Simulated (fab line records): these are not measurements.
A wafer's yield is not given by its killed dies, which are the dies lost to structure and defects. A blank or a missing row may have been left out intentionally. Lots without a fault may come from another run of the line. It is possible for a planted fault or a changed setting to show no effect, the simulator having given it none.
Comparing a struck lot with a sound one || flow n5_finfet || 23 out of 1938 route steps
Sound: wafers L701.4, L701.5, L701.6. Struck: wafer L691.4. (L691.1, L691.6 of the same lot were not struck and are left out.) The cause comes at the end.
Each step with rows lists, per side, the tool, then ch with its chambers, then its first start. Under that, the readings that differ: sound wafers || struck wafers || difference of the means || sigmas: that difference in standard deviations of wafers without a fault.
alike: readings with means less than 2 such deviations apart, plus words and numbers identical on both sides. not compared: withheld readings, readings lacking a value on some wafer, bounds such as >300 that could conceal the same value, and numbers that have no deviation in the record and whose values overlap.
A row with sigmas, a row that says differs or no value, or rows on one side alone: a step with any of these is where the two part. Numbers that have no deviation but don't overlap get no sigmas and don't part them. A reading missing from all wafers of one side parts the sides only when that side holds two or more wafers.

first, 9 steps without rows for these wafers: N5_BEOL_M3_DEVELOP_10 (develop time 30 s); N5_BEOL_M3_DESCUM_16 (chemistry O2, time 7 s); N5_BEOL_M3_ETCH_74 (etches underlayer in N2/H2, target depth 6.5 nm, time 5.2 s); N5_BEOL_M3_ETCH_63 (etches SiARC in CF4, target depth 15.6 nm, time 26 s); N5_BEOL_M3_ETCH_64 (etches SOC in N2/H2, target depth 75 nm, overetch 15 nm, time 112.5 s); N5_BEOL_M3_STRIP_65 (strips in N2/H2); N5_BEOL_M3_STRIP_75 (strips in N2/H2); N5_BEOL_M3_STRIP_66 (strips in CF4); N5_BEOL_M3_HM_OPEN_17 (chemistry Cl2/BCl3, target TiN, target depth 20 nm, overetch 6 nm).
N5_BEOL_M3_STRIP_19: strips in O2.
  sound on rie_diel-05 ch 1,2, day 13 05:17; struck on rie_diel-02 ch 2, day 10 14:34
  alike: chamber_pressure_mTorr, drypump_motor_current_A, oes_product_au, rf_vpp_V, showerhead_plenum_p_Torr, throttle_valve_pct
  not compared: rf_hours_counter_h
then, 9 steps without rows for these wafers: N5_BEOL_M3_COAT_67 (time 60 s, resist thk 60 nm); N5_BEOL_M3_COAT_68 (time 60 s, resist thk 12 nm); N5_BEOL_M3_COAT_76 (time 60 s, resist thk 5 nm); N5_BEOL_M3_COAT_22 (resist thk 30 nm); N5_BEOL_M3_EBR_24; N5_BEOL_M3_SOFTBAKE_23 (time 60 s); N5_BEOL_M3_EXPOSE_25 (exposes mask V2, defocus 5 nm); N5_BEOL_M3_PEB_26 (peb time 60 s); N5_BEOL_M3_DEVELOP_27 (develop time 30 s).
N5_BEOL_M3_INSPECT_30: inspects for defects (brightfield).
  struck on defect_inspect-02, day 10 15:03; sound on defect_inspect-01, day 13 05:47
{"reading": "raw_defect_count", "sound": "598 347 425", "struck": 1325, "difference": "+868", "sigmas": "+9"}
then, 1 step without rows for these wafers: N5_BEOL_M3_DESCUM_33 (chemistry O2, time 7 s).
N5_BEOL_M4_RC_MEAS_101:
  sound on prober-02 ch 0, day 14 08:32; struck on prober-02 ch 0, day 11 15:49
  alike: DIBL_N, DIBL_P, IOFF_N, IOFF_P, ION_N, ION_P, SS_N, SS_P, VT_N, VT_P
-- a jump in the record: the struck wafers' starts before and after are 5 days apart (it breaks off in module BEOL_M4 and resumes in module PASSIVATION, where the first step shown is number 1936 of the route) --
N5_PASSIVATION_PROBE_49:
  rows exist in the record for the struck wafers here (prober-01, day 16 04:00), but not for the sound ones

== WHERE THEY PART ==
Last at N5_PASSIVATION_PROBE_49 as far as this record goes, first at N5_BEOL_M3_INSPECT_30.

WHY: what had been put in by the simulator
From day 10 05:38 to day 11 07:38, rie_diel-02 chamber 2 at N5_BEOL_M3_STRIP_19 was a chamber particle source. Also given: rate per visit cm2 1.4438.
